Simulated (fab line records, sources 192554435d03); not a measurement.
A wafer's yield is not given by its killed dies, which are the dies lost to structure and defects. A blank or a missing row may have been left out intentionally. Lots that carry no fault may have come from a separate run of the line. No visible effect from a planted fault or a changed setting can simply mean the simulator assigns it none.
Matching of chambers ; flow n5_finfet ; N5_MOL_CONTACT_COAG_ALD_131 on ald_sin-02 has 4 sister chambers
The step deposits SiO2, target thk 5 nm, pulse time 1 s, co reactant pulse time 1 s. 22 wafers are shown with their chamber, then 11 later ones without.

== WAFERS PAIRED WITH THEIR CHAMBERS ==
wafer;chamber;heater_power_w (W);precursor_pulse_height_rel
L076.1;0;69;1.009
L076.4;1;78;0.975
L076.6;2;81;0.995
L078.1;0;69;0.981
L078.2;2;82;1.006
L078.5;1;80;1.004
L079.3;1;81;1.016
L079.4;3;71;1.008
L079.6;1;79;1.027
L086.1;3;69;0.988
L086.3;2;81;1.000
L086.5;1;81;1.010
L087.1;1;78;1.008
L087.4;2;82;0.982
L087.5;1;80;1.010
L088.1;3;72;1.008
L088.3;1;80;0.993
L088.4;2;81;1.013
L090.1;3;69;1.044
L090.2;0;73;1.012
L090.5;2;81;1.008
L091.2;0;70;1.004

SIGNATURES, as means of the wafers listed above
reading;chamber 0;chamber 1;chamber 2;chamber 3;scatter within a chamber
heater_power_w;70.25;79.62;81.33;70.25;1.26
precursor_pulse_height_rel;1.00150;1.00537;1.00067;1.01200;0.0159
Rule: for a wafer and a chamber, the distance is found by dividing, reading by reading, the gap between the wafer's reading and the chamber's mean by the reading's scatter, squaring, summing and taking the root. The wafer belongs to the nearest chamber; if the next one is less than 2 further off, it can't be placed. The scatter: take each reading less its chamber's mean, square it, sum over the shown wafers, divide by the number of wafers less the number of chambers, and take the root.

== WAFERS WITHOUT THEIR CHAMBER ==
wafer;heater_power_w (W);precursor_pulse_height_rel
L091.3;83;0.992
L091.6;82;0.988
L093.1;77;1.010
L093.3;70;1.022
L093.6;70;0.976
L094.2;80;0.976
L094.3;69;1.001
L094.5;79;0.995
L097.1;70;1.009
L097.3;81;0.995
L097.5;80;1.016

== WHICH CHAMBER EACH WENT THROUGH ==
wafer;from the rows above;in truth
L091.3;can't be placed: 2 or 1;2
L091.6;can't be placed: 2 or 1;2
L093.1;can't be placed: 1 or 2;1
L093.3;can't be placed: 3 or 0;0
L093.6;can't be placed: 0 or 3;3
L094.2;can't be placed: 1 or 2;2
L094.3;can't be placed: 0 or 3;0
L094.5;can't be placed: 1 or 2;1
L097.1;can't be placed: 3 or 0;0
L097.3;can't be placed: 2 or 1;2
L097.5;can't be placed: 1 or 2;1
Correctly placed: 0 of 11. These rows do not allow placing 11 (true chamber among the candidates in 11). 0 placed wrongly.
